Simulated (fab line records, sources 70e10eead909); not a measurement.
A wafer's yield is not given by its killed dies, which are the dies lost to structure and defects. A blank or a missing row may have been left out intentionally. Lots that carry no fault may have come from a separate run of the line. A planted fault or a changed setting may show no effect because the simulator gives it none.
A struck lot beside a sound one -- flow nand_harc -- 42 steps out of a route of 1302
Sound: the wafers L574.1, L574.2, L574.5. Wafers L594.2, L594.5 were the ones struck. The cause is given at the end.
At each step with rows: each side's tool, then ch and its chambers, then its first start. Under that, the readings that differ: sound wafers -- struck wafers -- difference of the means -- sigmas: that difference in standard deviations of wafers without a fault.
alike: a reading whose means differ by less than 2 such deviations, as well as words and numbers matching on both sides. not compared: withheld readings; readings where some wafer has no value; bounds like >300 that might hide an equal value; numbers whose values overlap and for which the record gives no deviation.
Wherever a step has rows on one side only, a row that says differs or no value, or a row with sigmas, the two part there. Numbers that don't overlap but have no deviation are shown without sigmas and don't part them. Lack of a reading on every wafer of one side parts them only where that side has two or more wafers.

first, 3 steps without rows for these wafers: NHARC_A_CONTACT_ETCH_76 (etches the open film in N2/H2, target depth 260 nm, time 475.3 s); NHARC_A_CONTACT_ETCH_77 (etches the open film in CF4/CHF3, target depth 108.9 nm, time 54.5 s); NHARC_A_CONTACT_ETCH_78 (etches the open film in O2/COS, target depth 5300 nm, time 1378 s).
NHARC_A_CONTACT_ETCH_124: etches the open film in C4F8/O2/Ar, time 140 s, target depth 700 nm.
  sound on har_cap_etch-02 ch 0,1, day 21 13:55; struck on har_cap_etch-03 ch 1, day 29 22:31
  not compared: rf_hours_counter_h
NHARC_A_CONTACT_ETCH_125: etches the open film in C4F8/O2/Ar, time 197 s, target depth 1918 nm.
  sound on har_cap_etch-02 ch 0,1, day 21 14:07; struck on har_cap_etch-03 ch 1, day 29 22:43
  not compared: rf_hours_counter_h
then, 5 steps without rows for these wafers: NHARC_A_CONTACT_ETCH_126 (etches the open film in C4F8/O2/Ar, time 197 s, target depth 1918 nm); NHARC_A_CONTACT_ETCH_127 (etches the open film in C4F8/O2/Ar, time 197 s, target depth 1918 nm); NHARC_A_CONTACT_ETCH_128 (etches the open film in C4F8/O2/Ar, time 197 s, target depth 1918 nm); NHARC_A_CONTACT_ETCH_129 (etches the open film in C4F8/O2/Ar, time 197 s, target depth 1918 nm); NHARC_A_CONTACT_ETCH_130 (etches the open film in C4F8/O2/Ar, time 197 s, target depth 1918 nm).
NHARC_A_CONTACT_ETCH_131: etches the open film in C4F8/O2/Ar, time 197 s, target depth 1918 nm.
  sound on har_cap_etch-02 ch 0,1, day 21 15:28; struck on har_cap_etch-03 ch 1, day 29 23:47
  not compared: rf_hours_counter_h
then, 1 step without rows for these wafers: NHARC_A_CONTACT_ETCH_132 (etches the open film in C4F8/O2/Ar, time 197 s, target depth 1924 nm).
NHARC_A_CONTACT_ETCH_133: etches the open film in C4F8/O2/Ar, time 374 s, target depth 1610 nm.
  sound on har_cap_etch-02 ch 0,1, day 21 15:56; struck on har_cap_etch-03 ch 1, day 30 00:08
  not compared: rf_hours_counter_h
then, 2 steps without rows for these wafers: NHARC_A_CONTACT_ETCH_91 (etches the open film in CH3F/O2, target depth 40 nm, time 85.7 s); NHARC_A_CONTACT_ETCH_97 (etches the open film in C4F6/O2, target depth 20 nm, time 10 s).
NHARC_A_CONTACT_CD_MEAS_80:
  sound: cd_sem-03 at day 21 17:05; struck: cd_sem-03 at day 30 01:12
  alike: cd_nm
then, 18 steps without rows for these wafers: NHARC_A_CONTACT_STRIP_103 (strips in N2/H2); NHARC_A_CONTACT_STRIP_104 (strips in CF4/CHF3); NHARC_A_CONTACT_STRIP_105 (strips in O2/COS); NHARC_A_CONTACT_ETCH_106 (etches the open film in CF4/O2, target depth 90 nm, overetch 9 nm, time 49.5 s); NHARC_A_CONTACT_STRIP_82 (strips in O2); NHARC_A_CONTACT_STRIP_83 (strips in post etch residue remover, time 600 s); NHARC_A_CONTACT_DEP_84 (deposits aC, target thk 2800 nm); NHARC_A_CONTACT_DEP_85 (deposits SiON, target thk 60 nm); NHARC_A_CONTACT_DEHYDRATE_00 (time 120 s); NHARC_A_CONTACT_HMDS_01 (time 30 s); NHARC_A_CONTACT_COAT_86 (time 75 s); NHARC_A_CONTACT_COAT_87 (time 65 s); NHARC_A_CONTACT_COAT_02 (resist thk 90 nm); NHARC_A_CONTACT_SOFTBAKE_03 (time 55 s); NHARC_A_CONTACT_EBR_04; NHARC_A_CONTACT_EXPOSE_05 (exposes mask A CC); NHARC_A_CONTACT_PEB_06 (peb time 65 s); NHARC_A_CONTACT_DEVELOP_07 (develop time 35 s).
NHARC_A_CONTACT_CD_MEAS_08 targets a cd of 200 nm.
  sound on cd_sem-03 ch 0, day 21 22:49; struck on cd_sem-03 ch 0, day 30 04:37
  alike: cd_nm
NHARC_A_CONTACT_OVL_MEAS_09:
  sound: overlay-01 at day 21 22:55; struck: overlay-01 at day 30 04:43
reading,sound,struck,difference,sigmas
overlay_y_nm (nm),-1.2 -1.2 -1.0,2.1 1.8,+3.1,+3
  alike: overlay_x_nm
then, 2 steps without rows for these wafers: NHARC_A_CONTACT_DESCUM_13 (chemistry O2, time 3 s); NHARC_A_CONTACT_ETCH_88 (etches the open film in CF4, target depth 39 nm, time 65 s).
NHARC_A_CONTACT_ETCH_89: etches the open film in N2/H2, target depth 260 nm, time 475.3 s.
  sound on rie_diel-04 ch 1,2,3; struck on rie_diel-04 ch 1,3
  alike: drypump_motor_current_A, oes_product_au, rf_vpp_V, showerhead_plenum_p_Torr, throttle_valve_pct
  not compared: rf_hours_counter_h
then, 1 step without rows for these wafers: NHARC_A_CONTACT_ETCH_30 (etches the open film in CF4/CHF3, target depth 72.6 nm, time 36.3 s).
NHARC_A_CONTACT_ETCH_31: etches the open film in O2/COS, target depth 2800 nm, time 728 s.
  sound on rie_diel-04 ch 1,2; struck on rie_diel-04 ch 0,1
  alike: drypump_motor_current_A, oes_product_au, rf_vpp_V, showerhead_plenum_p_Torr, throttle_valve_pct
  not compared: rf_hours_counter_h
-- record jumps: 3 days between struck wafers' starts before vs after; left off in module A_CONTACT, resumes in module END, first step shown is number 1302 of the route --
NHARC_END_SORT_01:
  at this point the record logs the struck wafers (prober-01 ch 0, day 32 20:02) and has no rows for the sound ones

## WHERE THEY PART
Last at NHARC_END_SORT_01 as far as this record goes, first at NHARC_A_CONTACT_OVL_MEAS_09.

WHY: whatever the simulator had introduced
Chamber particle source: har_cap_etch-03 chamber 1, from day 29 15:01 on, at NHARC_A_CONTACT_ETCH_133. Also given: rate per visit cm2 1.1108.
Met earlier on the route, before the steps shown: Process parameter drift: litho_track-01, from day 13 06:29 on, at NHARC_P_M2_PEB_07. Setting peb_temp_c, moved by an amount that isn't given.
